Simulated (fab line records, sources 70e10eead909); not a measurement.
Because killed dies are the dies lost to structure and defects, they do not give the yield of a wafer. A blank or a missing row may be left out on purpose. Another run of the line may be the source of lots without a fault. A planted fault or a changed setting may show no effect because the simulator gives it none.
A struck lot beside a sound one -- flow nand-harc -- 24 out of 1159 route steps
Sound: wafers L971.1, L971.2, L971.3. Wafers L977.3, L977.4, L977.5 were the ones struck. At the end, the cause is stated.
For every step that has rows: the tool of each side, followed by ch and its chambers, followed by its first start. Under that, the readings that differ: sound wafers -- struck wafers -- difference of the means -- sigmas: that difference in standard deviations of wafers without a fault.
alike: same words and numbers on both sides, and readings whose means sit less than 2 such deviations apart. not compared: any withheld reading, any reading some wafer has no value for, any bound like >300 that may hide the same value, and any number with overlapping values for which the record gives no deviation.
The two part at a step that has a row with sigmas, a row that says differs or no value, or rows on one side only. Numbers that have no deviation but don't overlap get no sigmas and don't part them. A reading that every wafer of one side lacks parts them only if that side has two wafers or more.

NHARC_P_M0_INSPECT_27:
  sound on defect-inspect-01 at day 9 07:30; struck on defect-inspect-01 at day 10 21:46
  alike: raw-defect-count
NHARC_P_M0_PRE_CLEAN_31: time 12 s.
  sound on pecvd-01 ch 0,1,2, day 9 07:34; struck on pecvd-02 ch 0,1,2, day 10 22:02
  alike: heater-power-w, susceptor-temp-C
NHARC_P_M0_DEP_32: deposits SiCN, target thk 30 nm.
  sound on pecvd-01 ch 0,1,2, day 9 07:39; struck on pecvd-02 ch 0,1,2, day 10 22:07
  alike: heater-power-w, susceptor-temp-C
then, 8 steps without rows for these wafers: NHARC_P_M1_DEP_00 (deposits SiOC, target thk 182.5 nm); NHARC_P_M1_DEHYDRATE_01 (time 120 s); NHARC_P_M1_HMDS_02 (time 30 s); NHARC_P_M1_COAT_34 (time 65 s); NHARC_P_M1_COAT_03 (resist thk 90 nm); NHARC_P_M1_SOFTBAKE_04 (time 55 s); NHARC_P_M1_EBR_05; NHARC_P_M1_EXPOSE_06 (exposes mask P M1, target cd 130 nm).
NHARC_P_M1_PEB_07: peb time 65 s.
  sound on litho-track-06 ch 0, day 9 08:49; struck on litho-track-06 ch 0, day 10 23:08
reading,sound,struck,difference,sigmas
heater-power-total-W (W),156.9 156.6 157.2,159.5 160.3 160.0,+3.0,+7
plate-temp-C (C),99.93 99.94 99.81,101.79 101.76 101.69,+1.85,+14
  alike: chill-plate-temp-C
then, 1 step without rows for these wafers: NHARC_P_M1_DEVELOP_08 (develop time 35 s).
NHARC_P_M1_CD_MEAS_09: target cd 130 nm.
  sound on cd-sem-03 ch 0, day 9 08:53; struck on cd-sem-01 ch 0, day 10 23:13
reading,sound,struck,difference,sigmas
cd-nm (nm),130.1 131.4 129.8,135.7 135.3 136.0,+5.2,+8
NHARC_P_M1_OVL_MEAS_10: pitch 260 nm.
  sound on overlay-01 at day 9 08:59; struck on overlay-01 at day 10 23:18
  alike: overlay-x-nm, overlay-y-nm
NHARC_P_M1_INSPECT_11:
  sound on defect-inspect-02 at day 9 09:01; struck on defect-inspect-01 at day 10 23:20
  alike: raw-defect-count
NHARC_P_M1_DESCUM_14: chemistry O2, time 3 s.
  sound on rie-diel-10 ch 0,2,3, day 9 09:05; struck on rie-diel-12 ch 0,1,2, day 10 23:24
reading,sound,struck,difference,sigmas
model.P_M1.cd-nm (nm),129.8 130.8 129.6,135.7 135 136.2,+5.6,
  alike: drypump-motor-current-A, oes-product-au, rf-vpp-V, showerhead-plenum-p-Torr, throttle-valve-pct
  not compared: rf-hours-counter-h
NHARC_P_M1_ETCH_35: etches the open film in N2/H2, target depth 40 nm, overetch 12 nm, time 43.94 s.
  sound on rie-diel-10 ch 0,2,3, day 9 09:10; struck on rie-diel-12 ch 1,3, day 10 23:29
  alike: bias-w, drypump-motor-current-A, oes-product-au, rf-vpp-V, showerhead-plenum-p-Torr, throttle-valve-pct
  not compared: rf-hours-counter-h
NHARC_P_M1_ETCH_15: etches the open film in C4F8/Ar, target depth 182.5 nm, time 91.2 s.
  sound: rie-diel-10 ch 0,1,3; struck: rie-diel-12 ch 0,1,3
  alike: bias-w, oes-product-au, rf-vpp-V
  not compared: rf-hours-counter-h
NHARC_P_M1_CD_MEAS_16:
  sound on cd-sem-03 at day 9 09:23; struck on cd-sem-02 at day 10 23:43
reading,sound,struck,difference,sigmas
cd-nm (nm),130.0 130.1 129.2,135.2 134.6 135.4,+5.3,+6
NHARC_P_M1_STRIP_18: strips in N2/H2.
  sound on rie-diel-12 ch 0,2,3, day 9 09:28; struck on rie-diel-10 ch 2,3, day 10 23:47
  alike: drypump-motor-current-A, oes-product-au, rf-vpp-V, showerhead-plenum-p-Torr, throttle-valve-pct
  not compared: rf-hours-counter-h
NHARC_P_M1_ETCH_28: etches the open film in CF4/N2, target depth 30 nm, time 72.99 s.
  sound: rie-diel-12 ch 1,2,3; struck: rie-diel-10 ch 0,1,2
reading,sound,struck,difference,sigmas
model.P_M1.cd-nm (nm),129.5 130.3 129.5,135.2 133 134.7,+4.5,
  alike: bias-w, drypump-motor-current-A, oes-product-au, rf-vpp-V, showerhead-plenum-p-Torr, throttle-valve-pct
  not compared: rf-hours-counter-h
then, 1 step without rows for these wafers: NHARC_P_M1_STRIP_19 (strips in post etch residue remover, time 600 s).
NHARC_END_SORT_01:
  the record has rows for the sound wafers here (prober-02 ch 0, day 22 08:57) and none for the struck ones

## WHERE THEY PART
Earliest at NHARC_P_M1_PEB_07; latest, in this record, at NHARC_END_SORT_01.

WHY: what had been put in by the simulator
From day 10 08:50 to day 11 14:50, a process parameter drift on litho-track-06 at NHARC_P_M1_PEB_07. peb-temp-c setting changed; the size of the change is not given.
